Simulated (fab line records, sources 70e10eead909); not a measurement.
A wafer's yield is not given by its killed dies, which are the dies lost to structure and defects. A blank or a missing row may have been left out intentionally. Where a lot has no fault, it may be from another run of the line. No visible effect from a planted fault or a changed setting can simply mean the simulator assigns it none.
Chamber matching | flow nand_harc | 4 sister chambers for NHARC_A_CHANNEL_FILL_D1_ALD_02 on ald_hk-02
The step deposits SiO2, target thk 6 nm, pulse time 10 s, ald cycles 60. 4 wafers are shown with their chamber, then 12 later ones without.

## EACH WAFER AND ITS CHAMBER
wafer  | chamber | heater_power_w (W)
L082.6 | 1       | 447
L082.2 | 0       | 427
L082.3 | 3       | 424
L082.5 | 2       | 492

## WAFERS WITH NO CHAMBER GIVEN
wafer  | heater_power_w (W)
L084.2 | 433
L084.3 | 487
L084.5 | 489
L086.1 | 451
L086.2 | 482
L086.6 | 486
L096.2 | 426
L096.4 | 432
L096.6 | 532
L097.3 | 421
L097.4 | 506
L097.5 | 503

## THE CHAMBER EACH PASSED THROUGH
wafer  | from the rows above          | in truth
L084.2 | can't be placed: 0 or 3 or 1 | 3
L084.3 | 2                            | 2
L084.5 | 2                            | 2
L086.1 | can't be placed: 1 or 0 or 3 | 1
L086.2 | can't be placed: 2 or 1      | 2
L086.6 | 2                            | 2
L096.2 | can't be placed: 0 or 3 or 1 | 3
L096.4 | can't be placed: 0 or 3 or 1 | 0
L096.6 | 2                            | 2
L097.3 | can't be placed: 3 or 0 or 1 | 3
L097.4 | 2                            | 2
L097.5 | 2                            | 2
Correctly placed: 6 of 12. Unplaceable from these rows: 6, with the true chamber sitting among the candidates in 6. Placed wrongly: 0.
How it was worked out, from the rows above alone: a wafer's distance from a chamber is the root of the sum, over the readings, of the square of ((its reading less the chamber's mean) divided by the reading's scatter). If the next closest chamber is less than 2 further off than the closest, the wafer can't be placed; otherwise it belongs to the closest. A chamber's mean is the mean of its shown wafers. The scatter (one wafer shown for each chamber): square how far every hidden wafer sits from the nearest shown wafer, average those squares and take the square root.
